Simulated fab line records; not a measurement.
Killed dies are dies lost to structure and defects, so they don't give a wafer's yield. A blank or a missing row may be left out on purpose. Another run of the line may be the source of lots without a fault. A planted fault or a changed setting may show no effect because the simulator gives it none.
fab line records	flow n5_finfet
record: lots: 24	wafers: 72	last_day: 17
route steps=1938 shown BEOL_M11@1595 BEOL_M12@1616
lots that met no fault: from a run of the same line without faults
start_h: the number of hours between the record's first day and the start of the first shown wafer of the lot	wait_h: how many hours have passed since the lot's step before this one	" the same as in the row above	L1.1+2: a single row standing in for several wafers	- either no value or no given start	* or withheld: withheld	< > ~ a bound
route shown NAME@n: NAME is a module with steps in the file, n the number in the route of the first one	usual: mean and standard deviation over wafers with no fault	same: alike in all rows	chamber/n: place in a boat	sites: per-site readings	_std_site: the standard deviation of these	_edge_site: the outer-site mean with the inner-site mean subtracted	radius_mm: for every site, how far away it sits from the centre of the wafer	mask NAME#n: copy n	behind: the tool/chamber that last shaped the wafer	hold: why the lot was held/for how many hours/how that ended	device: transistor that didn't switch, given as n, p or np	end of line: tests run on the same wafers once the route is complete	a step without rows: its recipe alone	killed: dies that structure and defects cost at the first sort, which is not the same as the wafer's yield	map: the dies of a wafer, with x for killed, . for not killed, _ for no die there
set.NAME: setting as actually run; set.NAME@STEP: the setting as run at that earlier step	model.NAME: the simulator's own value behind a step, which no gauge read
a sample of lots followed through the steps of the route, with each step as a table and each wafer as a row
services: a tool's chamber out of use, with start hour (start_h, from the record's first day; less than 0 if before it), hours out, and reason
== steps ==
step: N5_BEOL_M11_ANNEAL_51
recipe: temp_c: 225	time_s: 90	ambient: N2
usual: wafer_temp_C_max: 226.16/0.26
lot.wafer	tool	chamber	start_h	wait_h	wafer_temp_C_max
L075.3	rtp_anneal-02	0	234.55	0.1	226.46
L075.4	"	0	"	"	225.82
L075.6	"	0	"	"	226.20
L077.4	rtp_anneal-02	0	235.41	0.2	226.13
L077.5	"	0	"	"	226.35
L077.6	"	0	"	"	226.52
L074.1	rtp_anneal-01	0	236.74	0.5	226.31
L074.4	"	0	"	"	226.02
L074.5	"	0	"	"	226.67
L076.3	rtp_anneal-02	0	245.77	1.2	225.79
L076.4	"	0	"	"	226.05
L076.6	"	0	"	"	225.95
L078.2	rtp_anneal-01	0	251.82	0.3	226.05
L078.4	"	0	"	"	226.39
L078.5	"	0	"	"	226.55
L081.1	rtp_anneal-02	0	258.36	0.1	226.02
L081.3	"	0	"	"	225.74
L081.6	"	0	"	"	226.27
L080.1	rtp_anneal-02	0	262.28	0.2	226.72
L080.4	"	0	"	"	226.78
L080.6	"	0	"	"	226.39
L079.2	rtp_anneal-01	0	264.02	0.6	226.40
L079.3	"	0	"	"	226.35
L079.5	"	0	"	"	226.21
L082.2	rtp_anneal-02	0	269.12	0.5	226.28
L082.3	"	0	"	"	226.57
L082.5	"	0	"	"	226.54
L083.1	rtp_anneal-02	0	283.14	0.1	226.10
L083.4	"	0	"	"	225.87
L083.5	"	0	"	"	226.36
L085.2	rtp_anneal-02	0	297.12	0.1	226.56
L085.3	"	0	"	"	225.80
L085.4	"	0	"	"	225.93
L084.2	rtp_anneal-02	0	298.16	0.3	226.10
L084.4	"	0	"	"	225.98
L084.6	"	0	"	"	226.40
L086.1	rtp_anneal-01	0	298.90	0.1	225.68
L086.3	"	0	"	"	225.61
L086.5	"	0	"	"	226.14
L088.1	rtp_anneal-02	0	302.77	0.3	225.94
L088.2	"	0	"	"	225.74
L088.5	"	0	"	"	226.18
L087.2	rtp_anneal-02	0	303.08	0.6	226.43
L087.4	"	0	"	"	226.15
L087.5	"	0	"	"	226.03
L089.3	rtp_anneal-02	0	313.67	0.1	225.71
L089.4	"	0	"	"	226.38
L089.5	"	0	"	"	226.48
L091.1	rtp_anneal-01	0	325.82	0.6	226.33
L091.2	"	0	"	"	226.06
L091.4	"	0	"	"	226.15
L090.3	rtp_anneal-01	0	326.84	1.0	226.53
L090.4	"	0	"	"	226.36
L090.5	"	0	"	"	226.74
L092.2	rtp_anneal-01	0	335.21	0.4	226.05
L092.4	"	0	"	"	225.96
L092.5	"	0	"	"	225.75
L093.1	rtp_anneal-02	0	343.98	0.1	226.23
L093.4	"	0	"	"	226.00
L093.5	"	0	"	"	225.83
L094.1	rtp_anneal-02	0	350.58	0.2	225.76
L094.2	"	0	"	"	226.18
L094.3	"	0	"	"	226.20
L095.2	rtp_anneal-02	0	366.10	0.1	226.23
L095.4	"	0	"	"	226.63
L095.6	"	0	"	"	226.23
L096.3	rtp_anneal-01	0	366.73	0.1	226.47
L096.4	"	0	"	"	226.28
L096.5	"	0	"	"	225.85
L097.4	rtp_anneal-01	0	370.69	0.3	226.20
L097.5	"	0	"	"	226.42
L097.6	"	0	"	"	226.52
step: N5_BEOL_M12_ETCH_59
recipe: chemistry: N2/H2	target: BARC	target_depth_a: 890	overetch_a: 267	time_s: 67.9	ion_energy_ev: 200	pressure_mtorr: 30	source_w: 840	bias_w: 150	n2_flow_sccm: 200	h2_flow_sccm: 200
usual: drypump_motor_current_A: 5.8/0.42	oes_product_au: 0.70/0.052	rf_vpp_V: 524.4/2.5	showerhead_plenum_p_Torr: 2.57/0.09	throttle_valve_pct: 17.79/0.27
lot.wafer	tool	chamber	start_h	wait_h	drypump_motor_current_A	oes_product_au	rf_hours_counter_h	rf_vpp_V	showerhead_plenum_p_Torr	throttle_valve_pct
L075.3	rie_diel-04	1	235.84	0.0	5.9	0.68	-	521.8	2.47	18.03
L075.4	"	2	"	"	6.0	0.72	-	525.0	2.58	17.52
L075.6	"	1	"	"	5.9	0.68	-	521.6	2.47	18.04
L077.4	rie_diel-04	1	236.82	0.0	5.9	0.69	-	522.7	2.47	18.04
L077.5	"	1	"	"	5.8	0.67	-	523.4	2.47	18.04
L077.6	"	2	"	"	6.0	0.72	-	524.4	2.58	17.52
L074.1	rie_diel-04	0	238.21	0.0	5.0	0.60	238	520.5	2.41	18.01
L074.4	"	3	"	"	5.0	0.70	80	524.2	2.57	17.90
L074.5	"	3	"	"	5.0	0.70	-	524.7	2.57	17.90
L076.3	rie_diel-05	1	247.02	0.0	5.9	0.69	90	523.7	2.56	17.49
L076.4	"	0	"	"	5.7	0.65	150	526.5	2.65	17.92
L076.6	"	3	"	"	5.7	0.72	-	521.4	2.48	18.13
L078.2	rie_diel-02	2	253.17	0.0	5.6	0.73	70	528.1	2.68	17.95
L078.4	"	1	"	"	5.9	0.60	220	520.7	2.40	17.89
L078.5	"	0	"	"	6.8	0.80	-	527.9	2.71	17.21
L081.1	rie_diel-04	3	259.91	0.0	5.0	0.69	88	524.5	2.57	17.92
L081.3	"	0	"	"	5.1	0.60	246	520.0	2.40	18.02
L081.6	"	2	"	"	6.0	0.73	-	524.8	2.58	17.54
L080.1	rie_diel-02	1	263.64	0.0	5.9	0.60	224	519.7	2.40	17.88
L080.4	"	3	"	"	5.3	0.68	105	523.7	2.57	17.94
L080.6	"	3	"	"	5.4	0.67	-	524.6	2.57	17.93
L079.2	rie_diel-05	3	265.33	0.0	5.7	0.72	61	522.0	2.48	18.14
L079.3	"	2	"	"	5.8	0.76	30	523.7	2.49	17.63
L079.5	"	0	"	"	5.7	0.65	-	524.1	2.65	17.94
L082.2	rie_diel-05	1	270.56	0.0	5.9	0.68	100	525.2	2.56	17.52
L082.3	"	3	"	"	5.7	0.71	63	522.3	2.48	18.16
L082.5	"	1	"	"	5.9	0.68	-	524.7	2.56	17.52
L083.1	rie_diel-02	3	284.52	0.0	5.3	0.67	112	524.8	2.56	17.94
L083.4	"	0	"	"	6.8	0.78	18	528.6	2.71	17.24
L083.5	"	0	"	"	6.8	0.79	-	528.2	2.71	17.24
L085.2	rie_diel-05	3	298.48	0.0	5.6	0.69	74	520.9	2.47	18.17
L085.3	"	0	"	"	5.7	0.64	171	526.4	2.64	17.95
L085.4	"	2	"	"	5.8	0.74	42	522.2	2.49	17.64
L084.2	rie_diel-02	3	299.58	0.0	5.3	0.66	117	524.0	2.56	17.96
L084.4	"	2	"	"	5.6	0.72	85	526.6	2.67	17.96
L084.6	"	0	"	"	6.8	0.77	-	529.1	2.70	17.25
L086.1	rie_diel-04	3	300.36	0.0	5.0	0.68	103	523.4	2.56	17.94
L086.3	"	0	"	"	5.1	0.82	3	528.7	2.72	17.61
L086.5	"	2	"	"	6.0	0.70	-	524.9	2.57	17.57
L088.1	rie_diel-05	1	304.10	0.0	5.9	0.67	112	524.0	2.56	17.53
L088.2	"	0	"	"	5.7	0.64	173	525.6	2.64	17.95
L088.5	"	0	"	"	5.7	0.64	-	526.3	2.64	17.95
L087.2	rie_diel-05	0	304.41	0.0	5.7	0.64	173	526.0	2.64	17.97
L087.4	"	2	"	"	5.8	0.74	44	521.2	2.49	17.65
L087.5	"	1	"	"	5.9	0.67	-	524.0	2.56	17.54
L089.3	rie_diel-05	2	315.06	0.0	5.8	0.73	47	521.5	2.49	17.66
L089.4	"	1	"	"	5.9	0.67	116	524.3	2.55	17.55
L089.5	"	0	"	"	5.7	0.64	-	524.7	2.64	17.97
L091.1	rie_diel-05	3	327.28	0.0	5.6	0.70	84	521.2	2.47	18.18
L091.2	"	0	"	"	5.7	0.63	181	525.2	2.63	17.97
L091.4	"	1	"	"	5.9	0.66	119	525.3	2.55	17.53
L090.3	rie_diel-04	1	328.10	0.0	5.8	0.66	127	520.3	2.46	18.08
L090.4	"	0	"	"	5.0	0.79	15	528.9	2.72	17.63
L090.5	"	1	"	"	5.9	0.67	-	521.1	2.46	18.09
L092.2	rie_diel-04	1	336.54	0.0	5.8	0.66	130	521.6	2.46	18.11
L092.4	"	3	"	"	5.0	0.66	118	523.6	2.56	17.98
L092.5	"	0	"	"	5.0	0.77	-	529.5	2.72	17.62
L093.1	rie_diel-05	2	345.48	0.0	5.8	0.72	57	521.2	2.48	17.66
L093.4	"	0	"	"	5.7	0.63	187	525.9	2.63	17.99
L093.5	"	1	"	"	5.9	0.66	-	525.0	2.55	17.56
L094.1	rie_diel-05	3	352.23	0.0	5.7	0.69	93	523.2	2.47	18.21
L094.2	"	0	"	"	5.7	0.63	189	526.8	2.63	17.97
L094.3	"	2	"	"	5.8	0.71	58	522.5	2.48	17.68
L095.2	rie_diel-02	1	367.42	0.0	5.9	0.83	2	526.7	2.70	17.48
L095.4	"	0	"	"	6.8	0.73	49	529.0	2.69	17.29
L095.6	"	1	"	"	5.9	0.83	-	528.5	2.70	17.47
L096.3	rie_diel-02	3	368.02	0.0	5.3	0.64	143	522.8	2.55	18.00
L096.4	"	2	"	"	5.6	0.70	112	526.5	2.66	18.00
L096.5	"	0	"	"	6.8	0.72	-	527.5	2.69	17.29
L097.4	rie_diel-02	1	372.19	0.0	6.0	0.81	4	528.8	2.70	17.48
L097.5	"	0	"	"	6.8	0.73	-	526.8	2.69	17.29
L097.6	"	3	"	"	5.3	0.64	-	523.2	2.55	17.99
step: N5_BEOL_M12_STRIP_63
recipe: chemistry: N2/H2	power_w: 1000	temp_c: 250	h2_frac: 0.65	overash_fraction: 0.3	pressure_mtorr: 1000	n2_flow_sccm: 1750	h2_flow_sccm: 3250
usual: drypump_motor_current_A: 5.8/0.57	heater_power_w: 323/39	oes_product_au: 0.693/0.0048	strip_time_to_endpoint_s: 42.6/0.69
lot.wafer	tool	chamber	start_h	wait_h	drypump_motor_current_A	heater_power_w	oes_product_au	rf_hours_counter_h	strip_time_to_endpoint_s
L075.3	plasma_asher-01	1	236.20	-	5.9	312	0.695	-	43.3
L075.4	"	0	"	"	4.9	357	0.693	-	42.3
L075.6	"	1	"	"	5.9	305	0.692	-	41.9
L077.4	plasma_asher-02	1	237.18	-	6.5	358	0.686	-	42.4
L077.5	"	0	"	"	6.0	263	0.689	-	42.5
L077.6	"	1	"	"	6.5	368	0.692	-	41.8
L074.1	plasma_asher-01	1	238.46	-	5.9	316	0.693	71	43.1
L074.4	"	1	"	"	5.9	308	0.693	-	41.5
L074.5	"	0	"	"	4.9	348	0.684	-	40.8
L076.3	plasma_asher-02	1	247.29	-	6.5	381	0.696	-	43.1
L076.4	"	0	"	"	6.0	263	0.689	-	42.1
L076.6	"	0	"	"	5.9	261	0.692	-	42.3
L078.2	plasma_asher-01	1	253.42	-	5.9	316	0.689	74	42.4
L078.4	"	0	"	"	4.9	357	0.690	-	42.1
L078.5	"	0	"	"	4.9	353	0.694	-	42.9
L081.1	plasma_asher-01	0	260.16	-	4.9	351	0.691	75	42.3
L081.3	"	0	"	"	4.9	355	0.691	-	44.6
L081.6	"	1	"	"	5.9	312	0.686	-	42.1
L080.1	plasma_asher-01	1	263.89	-	5.9	310	0.690	76	42.5
L080.4	"	0	"	"	4.9	353	0.690	-	41.9
L080.6	"	0	"	"	4.9	359	0.691	-	41.8
L079.2	plasma_asher-02	0	265.58	-	6.0	262	0.701	124	43.3
L079.3	"	1	"	"	6.5	364	0.689	-	43.3
L079.5	"	1	"	"	6.5	359	0.697	-	43.5
L082.2	plasma_asher-01	1	270.81	-	5.9	314	0.692	78	43.1
L082.3	"	0	"	"	5.0	353	0.692	-	43.3
L082.5	"	1	"	"	5.9	305	0.689	-	41.9
L083.1	plasma_asher-01	1	284.77	-	5.9	317	0.689	81	43.4
L083.4	"	0	"	"	4.9	350	0.689	-	43.2
L083.5	"	1	"	"	5.9	309	0.693	-	42.4
L085.2	plasma_asher-02	1	298.73	-	6.5	356	0.692	129	43.7
L085.3	"	0	"	"	6.0	267	0.696	-	42.8
L085.4	"	1	"	"	6.5	363	0.683	-	41.9
L084.2	plasma_asher-02	1	299.83	-	6.5	362	0.693	129	42.6
L084.4	"	0	"	"	6.0	263	0.691	-	42.2
L084.6	"	1	"	"	6.5	372	0.697	-	42.3
L086.1	plasma_asher-02	1	300.61	-	6.5	368	0.696	129	41.9
L086.3	"	0	"	"	6.0	266	0.692	-	42.0
L086.5	"	1	"	"	6.5	364	0.696	-	41.5
L088.1	plasma_asher-01	0	304.35	-	4.9	357	0.701	84	44.3
L088.2	"	1	"	"	5.9	308	0.691	84	43.8
L088.5	"	1	"	"	5.8	310	0.694	-	43.1
L087.2	plasma_asher-02	0	304.67	-	5.9	260	0.699	130	43.5
L087.4	"	1	"	"	6.5	369	0.687	-	42.3
L087.5	"	1	"	"	6.5	356	0.686	-	42.7
L089.3	plasma_asher-02	0	315.33	-	5.9	265	0.693	-	42.9
L089.4	"	1	"	"	6.5	368	0.699	-	42.5
L089.5	"	1	"	"	6.5	363	0.695	-	43.2
L091.1	plasma_asher-02	0	327.53	-	6.0	265	0.693	135	42.2
L091.2	"	1	"	"	6.5	355	0.696	135	43.6
L091.4	"	1	"	"	6.5	366	0.690	-	42.8
L090.3	plasma_asher-01	1	328.37	-	5.9	310	0.694	-	42.8
L090.4	"	0	"	"	5.0	348	0.694	-	42.1
L090.5	"	1	"	"	5.9	315	0.694	-	42.0
L092.2	plasma_asher-02	1	336.79	-	6.5	365	0.697	137	43.5
L092.4	"	1	"	"	6.5	358	0.695	-	42.6
L092.5	"	0	"	"	6.0	271	0.702	-	42.6
L093.1	plasma_asher-02	0	345.73	-	6.0	261	0.689	138	42.9
L093.4	"	1	"	"	6.5	375	0.676	-	42.4
L093.5	"	1	"	"	6.5	365	0.703	-	42.0
L094.1	plasma_asher-02	1	352.48	-	6.5	372	0.689	140	42.5
L094.2	"	0	"	"	6.0	261	0.692	140	43.7
L094.3	"	0	"	"	6.0	262	0.695	-	42.4
L095.2	plasma_asher-01	0	367.67	-	4.9	349	0.686	97	42.5
L095.4	"	1	"	"	5.9	314	0.696	-	42.8
L095.6	"	1	"	"	5.9	317	0.694	-	42.0
L096.3	plasma_asher-01	1	368.30	-	5.9	315	0.689	-	41.9
L096.4	"	0	"	"	4.9	353	0.694	-	42.0
L096.5	"	0	"	"	4.9	351	0.702	-	41.9
L097.4	plasma_asher-01	1	372.47	-	5.9	310	0.695	-	41.1
L097.5	"	1	"	"	5.9	317	0.691	-	42.3
L097.6	"	0	"	"	4.9	348	0.685	-	42.9
step: N5_BEOL_M12_CD_MEAS_28
recipe: target_cd_nm: 160.2	landing_energy_ev: 500	detector: se_inlens	polarity: opening
usual: cd_nm: 160.5/1.3
lot.wafer	tool	chamber	start_h	wait_h	cd_nm
L075.3	cd_sem-01	0	236.72	-	158.8
L075.4	"	0	"	"	159.3
L075.6	"	0	"	"	158.7
L077.4	cd_sem-01	0	237.87	-	159.0
L077.5	"	0	"	"	160.3
L077.6	"	0	"	"	159.1
L074.1	cd_sem-03	0	239.00	-	160.1
L074.4	"	0	"	"	160.3
L074.5	"	0	"	"	163.5
L076.3	cd_sem-03	0	247.81	-	158.3
L076.4	"	0	"	"	157.7
L076.6	"	0	"	"	158.8
L078.2	cd_sem-02	0	253.96	-	162.3
L078.4	"	0	"	"	161.9
L078.5	"	0	"	"	161.9
L081.1	cd_sem-01	0	260.82	-	160.1
L081.3	"	0	"	"	160.3
L081.6	"	0	"	"	160.8
L080.1	cd_sem-01	0	264.42	-	158.8
L080.4	"	0	"	"	158.5
L080.6	"	0	"	"	161.8
L079.2	cd_sem-02	0	266.11	-	160.8
L079.3	"	0	"	"	159.9
L079.5	"	0	"	"	160.2
L082.2	cd_sem-03	0	271.47	-	160.4
L082.3	"	0	"	"	161.9
L082.5	"	0	"	"	160.7
L083.1	cd_sem-01	0	285.31	-	162.4
L083.4	"	0	"	"	160.2
L083.5	"	0	"	"	161.1
L085.2	cd_sem-01	0	299.39	-	160.3
L085.3	"	0	"	"	160.2
L085.4	"	0	"	"	160.4
L084.2	cd_sem-02	0	300.36	-	161.0
L084.4	"	0	"	"	160.7
L084.6	"	0	"	"	162.5
L086.1	cd_sem-01	0	301.14	-	162.4
L086.3	"	0	"	"	161.8
L086.5	"	0	"	"	160.9
L088.1	cd_sem-02	0	304.89	-	159.2
L088.2	"	0	"	"	160.1
L088.5	"	0	"	"	159.8
L087.2	cd_sem-03	0	305.21	-	161.3
L087.4	"	0	"	"	163.3
L087.5	"	0	"	"	162.9
L089.3	cd_sem-01	0	315.85	-	160.7
L089.4	"	0	"	"	160.1
L089.5	"	0	"	"	160.9
L091.1	cd_sem-02	0	328.19	-	160.5
L091.2	"	0	"	"	159.9
L091.4	"	0	"	"	160.5
L090.3	cd_sem-01	0	328.88	-	159.6
L090.4	"	0	"	"	160.6
L090.5	"	0	"	"	160.4
L092.2	cd_sem-01	0	337.33	-	159.8
L092.4	"	0	"	"	159.5
L092.5	"	0	"	"	158.9
L093.1	cd_sem-02	0	346.39	-	160.8
L093.4	"	0	"	"	160.6
L093.5	"	0	"	"	160.4
L094.1	cd_sem-02	0	353.14	-	160.1
L094.2	"	0	"	"	161.1
L094.3	"	0	"	"	162.4
L095.2	cd_sem-01	0	368.33	-	159.0
L095.4	"	0	"	"	160.1
L095.6	"	0	"	"	161.3
L096.3	cd_sem-01	0	368.81	-	160.9
L096.4	"	0	"	"	161.3
L096.5	"	0	"	"	162.0
L097.4	cd_sem-03	0	373.12	-	159.7
L097.5	"	0	"	"	161.0
L097.6	"	0	"	"	160.7
step: N5_BEOL_M12_INSPECT_30
recipe: mode: adi	inspect_instrument: macro
usual: raw_defect_count: 2.2/1.4
lot.wafer	tool	chamber	start_h	wait_h	raw_defect_count
L075.3	defect_inspect-01	-	236.77	0.0	3
L075.4	"	-	"	"	2
L075.6	"	-	"	"	4
L077.4	defect_inspect-01	-	237.92	0.0	4
L077.5	"	-	"	"	1
L077.6	"	-	"	"	2
L074.1	defect_inspect-02	-	239.05	0.0	2
L074.4	"	-	"	"	1
L074.5	"	-	"	"	0
L076.3	defect_inspect-01	-	247.86	0.0	0
L076.4	"	-	"	"	8
L076.6	"	-	"	"	3
L078.2	defect_inspect-02	-	254.01	0.0	1
L078.4	"	-	"	"	3
L078.5	"	-	"	"	2
L081.1	defect_inspect-01	-	260.88	0.0	0
L081.3	"	-	"	"	4
L081.6	"	-	"	"	1
L080.1	defect_inspect-01	-	264.48	0.0	3
L080.4	"	-	"	"	2
L080.6	"	-	"	"	2
L079.2	defect_inspect-01	-	266.16	0.0	3
L079.3	"	-	"	"	3
L079.5	"	-	"	"	4
L082.2	defect_inspect-02	-	271.52	0.0	2
L082.3	"	-	"	"	3
L082.5	"	-	"	"	2
L083.1	defect_inspect-01	-	285.36	0.0	3
L083.4	"	-	"	"	2
L083.5	"	-	"	"	6
L085.2	defect_inspect-02	-	299.44	0.0	1
L085.3	"	-	"	"	5
L085.4	"	-	"	"	1
L084.2	defect_inspect-01	-	300.42	0.0	3
L084.4	"	-	"	"	3
L084.6	"	-	"	"	3
L086.1	defect_inspect-01	-	301.20	0.0	5
L086.3	"	-	"	"	5
L086.5	"	-	"	"	2
L088.1	defect_inspect-01	-	304.94	0.0	2
L088.2	"	-	"	"	1
L088.5	"	-	"	"	0
L087.2	defect_inspect-01	-	305.26	0.0	2
L087.4	"	-	"	"	3
L087.5	"	-	"	"	3
L089.3	defect_inspect-02	-	315.90	0.0	2
L089.4	"	-	"	"	4
L089.5	"	-	"	"	4
L091.1	defect_inspect-01	-	328.24	0.0	1
L091.2	"	-	"	"	1
L091.4	"	-	"	"	2
L090.3	defect_inspect-01	-	328.94	0.0	1
L090.4	"	-	"	"	2
L090.5	"	-	"	"	4
L092.2	defect_inspect-02	-	337.38	0.0	1
L092.4	"	-	"	"	1
L092.5	"	-	"	"	5
L093.1	defect_inspect-02	-	346.44	0.0	2
L093.4	"	-	"	"	1
L093.5	"	-	"	"	0
L094.1	defect_inspect-01	-	353.19	0.0	3
L094.2	"	-	"	"	1
L094.3	"	-	"	"	1
L095.2	defect_inspect-02	-	368.39	0.0	0
L095.4	"	-	"	"	1
L095.6	"	-	"	"	2
L096.3	defect_inspect-01	-	368.86	0.0	2
L096.4	"	-	"	"	2
L096.5	"	-	"	"	2
L097.4	defect_inspect-01	-	373.17	0.0	2
L097.5	"	-	"	"	2
L097.6	"	-	"	"	2
step: N5_BEOL_M12_SPUTTER_44
recipe: material: Ta	target_thk_a: 100	temp_c: 50	bias_v: 80	power_w: 15000	chamber_pressure_pa: 0.07	time_s: 16.13
usual: throttle_valve_pct: 30.0/1.1
lot.wafer	tool	chamber	start_h	wait_h	throttle_valve_pct
L075.3	pvd_sputter-01	-	242.27	0.0	30.4
L075.4	"	-	"	"	31.2
L075.6	"	-	"	"	30.2
L077.4	pvd_sputter-02	-	242.63	0.0	31.2
L077.5	"	-	"	"	31.3
L077.6	"	-	"	"	31.6
L074.1	pvd_sputter-03	-	242.88	0.0	30.3
L074.4	"	-	"	"	28.0
L074.5	"	-	"	"	30.1
L076.3	pvd_sputter-03	-	250.77	0.0	29.7
L076.4	"	-	"	"	29.0
L076.6	"	-	"	"	28.2
L078.2	pvd_sputter-03	-	258.37	0.0	28.0
L078.4	"	-	"	"	29.5
L078.5	"	-	"	"	29.4
L081.1	pvd_sputter-02	-	262.91	0.0	31.4
L081.3	"	-	"	"	31.4
L081.6	"	-	"	"	31.3
L080.1	pvd_sputter-03	-	267.79	0.0	28.2
L080.4	"	-	"	"	29.2
L080.6	"	-	"	"	28.1
L079.2	pvd_sputter-02	-	268.13	0.0	31.2
L079.3	"	-	"	"	31.6
L079.5	"	-	"	"	29.8
L082.2	pvd_sputter-01	-	275.79	0.0	29.7
L082.3	"	-	"	"	30.4
L082.5	"	-	"	"	31.0
L083.1	pvd_sputter-01	-	286.88	0.0	29.8
L083.4	"	-	"	"	31.5
L083.5	"	-	"	"	30.3
L085.2	pvd_sputter-02	-	301.21	0.0	30.0
L085.3	"	-	"	"	31.1
L085.4	"	-	"	"	31.4
L084.2	pvd_sputter-02	-	302.15	0.0	30.1
L084.4	"	-	"	"	31.4
L084.6	"	-	"	"	31.0
L086.1	pvd_sputter-03	-	302.91	0.0	29.5
L086.3	"	-	"	"	27.9
L086.5	"	-	"	"	29.2
L088.1	pvd_sputter-03	-	307.93	0.0	29.3
L088.2	"	-	"	"	30.2
L088.5	"	-	"	"	29.3
L087.2	pvd_sputter-03	-	311.85	0.0	29.2
L087.4	"	-	"	"	30.2
L087.5	"	-	"	"	27.9
L089.3	pvd_sputter-01	-	320.42	0.0	30.1
L089.4	"	-	"	"	31.5
L089.5	"	-	"	"	30.1
L091.1	pvd_sputter-02	-	330.50	0.0	29.9
L091.2	"	-	"	"	31.1
L091.4	"	-	"	"	31.3
L090.3	pvd_sputter-02	-	330.82	0.0	31.2
L090.4	"	-	"	"	31.3
L090.5	"	-	"	"	31.2
L092.2	pvd_sputter-02	-	339.88	0.0	31.6
L092.4	"	-	"	"	30.0
L092.5	"	-	"	"	31.6
L093.1	pvd_sputter-03	-	349.60	0.0	30.1
L093.4	"	-	"	"	29.2
L093.5	"	-	"	"	30.2
L094.1	pvd_sputter-03	-	354.53	0.0	28.1
L094.2	"	-	"	"	30.2
L094.3	"	-	"	"	29.3
L095.2	pvd_sputter-01	-	372.20	0.0	31.5
L095.4	"	-	"	"	30.1
L095.6	"	-	"	"	31.2
L096.3	pvd_sputter-03	-	373.46	0.0	29.3
L096.4	"	-	"	"	29.6
L096.5	"	-	"	"	30.6
L097.4	pvd_sputter-03	-	376.34	0.0	30.2
L097.5	"	-	"	"	29.1
L097.6	"	-	"	"	27.9
== services ==
tool	chamber	start_h	hours	kind
rie_diel-02	0	215.95	-	clean
rie_diel-02	0	215.95	-	consumable_replace:focus_ring
rie_diel-02	0	215.95	-	consumable_replace:showerhead
rie_diel-02	0	215.95	21.3	scheduled_down
rie_diel-02	0	215.95	21.3	vent_cycle
rie_diel-04	0	233.87	4.2	repair
rie_diel-04	2	248.81	4.0	repair
rie_diel-04	0	271.54	-	clean
rie_diel-04	0	271.54	-	consumable_replace:focus_ring
rie_diel-04	0	271.54	-	consumable_replace:showerhead
rie_diel-04	0	271.54	20.0	scheduled_down
rie_diel-04	0	271.54	20.0	vent_cycle
rie_diel-04	1	302.10	15.4	repair
rie_diel-02	1	334.44	8.8	repair
rie_diel-02	1	343.50	-	clean
rie_diel-02	1	343.50	-	consumable_replace:focus_ring
rie_diel-02	1	343.50	-	consumable_replace:showerhead
rie_diel-02	1	343.50	16.8	scheduled_down
rie_diel-02	1	343.50	16.8	vent_cycle
rie_diel-02	0	357.09	4.7	repair
pvd_sputter-01	-	363.97	1.3	repair
pvd_sputter-02	-	372.77	2.3	repair
== key ==
fault none
